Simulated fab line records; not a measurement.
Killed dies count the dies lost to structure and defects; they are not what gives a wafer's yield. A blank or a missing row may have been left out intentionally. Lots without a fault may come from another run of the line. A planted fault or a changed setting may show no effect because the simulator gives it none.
A struck lot beside a sound one	flow nand harc	16 out of 1159 route steps
Sound: wafers L596.1, L596.3, L596.4. Struck: wafers L604.4, L604.5, L604.6. The cause is given at the end.
Per side, at each step with rows, come the tool, then ch with its chambers, and then its first start. Under that, the readings that differ: sound wafers	struck wafers	difference of the means	sigmas: that difference in standard deviations of wafers without a fault.
alike: a reading whose means differ by less than 2 such deviations, as well as words and numbers matching on both sides. not compared: withheld readings; readings where some wafer has no value; bounds like >300 that might hide an equal value; numbers whose values overlap and for which the record gives no deviation.
A row with sigmas, a row that says differs or no value, or rows on one side alone: a step with any of these is where the two part. Non-overlapping numbers with no deviation appear without sigmas and do not part them. Lack of a reading on every wafer of one side parts them only where that side has two or more wafers.

first, 1 step without rows for these wafers: NHARC_A_CONTACT_ETCH_139 (etches the open film in C4F8/O2/Ar, time 137 s, target depth 590 nm).
NHARC_A_CONTACT_ETCH_92: etches the open film in CH3F/O2, target depth 40 nm, time 85.7 s.
  sound on rie diel-04 ch 0,1,2, day 17 11:28; struck on rie diel-11 ch 1,2, day 20 19:52
  alike: chamber pressure mTorr, drypump motor current A, oes product au, rf vpp V, showerhead plenum p Torr, throttle valve pct
  not compared: rf hours counter h
then, 1 step without rows for these wafers: NHARC_A_CONTACT_ETCH_98 (etches the open film in C4F6/O2, target depth 20 nm, time 10 s).
NHARC_A_CONTACT_CD_MEAS_15:
  sound on cd sem-01 at day 17 11:41; struck on cd sem-01 at day 20 20:10
  alike: cd nm
then, 3 steps without rows for these wafers: NHARC_A_CONTACT_STRIP_107 (strips in N2/H2); NHARC_A_CONTACT_STRIP_108 (strips in CF4/CHF3); NHARC_A_CONTACT_STRIP_109 (strips in O2/COS).
NHARC_A_CONTACT_ETCH_110: etches the open film in CF4/O2, target depth 50 nm, overetch 5 nm, time 27.5 s.
  sound on rie diel-04 ch 0,1,3, day 17 12:29; struck on rie diel-11 ch 1,2,3, day 20 21:50
  alike: chamber pressure mTorr, drypump motor current A, oes product au, rf vpp V, showerhead plenum p Torr, throttle valve pct
  not compared: rf hours counter h
NHARC_A_CONTACT_STRIP_26: strips in O2.
  sound on rie diel-04 ch 1,2,3; struck on rie diel-11 ch 2,3
reading	sound	struck	difference	sigmas
rf vpp V (V)	56.1 58.1 56.7	58.5 58.4 59.3	+1.8	+2
  alike: chamber pressure mTorr, drypump motor current A, oes product au, showerhead plenum p Torr, throttle valve pct
  not compared: rf hours counter h
then, 1 step without rows for these wafers: NHARC_A_CONTACT_STRIP_27 (strips in post etch residue remover, time 600 s).
NHARC_A_CONTACT_ALD_18: deposits TiN, target thk 3 nm, pulse time 1 s, ald cycles 150.
  sound on ald metal-02 ch 1,2,3, day 17 13:08; struck on ald metal-01 ch 2,3, day 20 22:30
  alike: heater power outer w, heater power w, precursor pulse height rel, susceptor temp C
NHARC_A_CONTACT_CVD_19: deposits W, target thk 300 nm, time 802 s.
  sound on cvd w-01 ch 0,1; struck on cvd w-02 ch 0,1
reading	sound	struck	difference	sigmas
susceptor temp C (C)	- - -	299.92 299.96 299.92	no value on the sound wafers	
  alike: heater power outer w, heater power w, throttle valve pct
NHARC_A_CONTACT_CMP_20: polishes, t overpolish 30 s, target thk 300 nm.
  sound on cmp-02 ch 0,1,2, day 17 19:04; struck on cmp-04 ch 0,3, day 21 07:13
  no value came back on the struck wafers for edge zone pressure frac, motor current A (A), overpolish run s (s), time to endpoint s (s); on the sound wafers edge zone pressure frac reads 1.002 1.011 1.001
after that, 1 step had no rows for these wafers: NHARC_A_CONTACT_SRD_22.
NHARC_A_CONTACT_INSPECT_23:
  sound on defect inspect-01 at day 17 19:27; struck on defect inspect-02 at day 21 07:37
reading	sound	struck	difference	sigmas
raw defect count	473 400 437	2489 2590 2603	+2124	+18
-- record jumps: 3 days between struck wafers' starts before vs after; left off in module A_CONTACT, resumes in module END, first step shown is number 1159 of the route --
NHARC_END_SORT_01:
  only the struck wafers appear in the record here, on prober-01 ch 0 at day 23 22:36; the sound ones have no rows

== WHERE THEY PART ==
First at NHARC_A_CONTACT_STRIP_26; last, within this record, at NHARC_END_SORT_01.

WHY: what the simulator had put in
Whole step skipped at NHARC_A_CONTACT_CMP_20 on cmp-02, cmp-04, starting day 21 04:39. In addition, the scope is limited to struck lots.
